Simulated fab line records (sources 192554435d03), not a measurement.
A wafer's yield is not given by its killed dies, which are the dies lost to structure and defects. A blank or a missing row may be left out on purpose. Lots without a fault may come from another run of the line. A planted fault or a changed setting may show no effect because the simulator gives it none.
Matching of chambers | flow n5Finfet | 3 sister chambers for N5_BEOL_M6_DEP_56 on pecvd-01
The step deposits SiCN from 3MS/NH3, target thk 10 nm, time 17.5 s. 3 wafers are shown with their chamber, then 9 later ones without.

EACH WAFER AND ITS CHAMBER
wafer  | chamber | throttleValvePct (%)
L085.1 | 0       | 9.1
L085.4 | 1       | 10.0
L085.6 | 2       | 8.7

WAFERS WITH NO CHAMBER GIVEN
wafer  | throttleValvePct (%)
L088.1 | 10.1
L088.3 | 9.3
L088.5 | 9.6
L091.2 | 9.1
L091.3 | 9.0
L091.4 | 9.4
L097.1 | 9.3
L097.4 | 10.0
L097.5 | 8.9

EACH ONE'S CHAMBER
wafer  | from the rows above          | in truth
L088.1 | 1                            | 1
L088.3 | can't be placed: 0 or 2      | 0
L088.5 | can't be placed: 1 or 0      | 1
L091.2 | can't be placed: 0 or 2      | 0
L091.3 | can't be placed: 0 or 2      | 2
L091.4 | can't be placed: 0 or 1 or 2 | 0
L097.1 | can't be placed: 0 or 2      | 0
L097.4 | 1                            | 1
L097.5 | can't be placed: 0 or 2      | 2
Placed correctly: 2 of 9. From these rows, 7 cannot be placed; in 7 the true chamber is one of the candidates. Number placed wrongly: 0.
How it was worked out, from the rows above alone: a wafer's distance from a chamber is the root of the sum, over the readings, of the square of ((its reading less the chamber's mean) divided by the reading's scatter). The wafer belongs to the nearest chamber; if the next one is less than 2 further off, it can't be placed. The mean given for a chamber averages the wafers shown for that chamber. The scatter: root of mean squared gap, hidden wafer to nearest shown wafer, with one shown wafer a chamber.
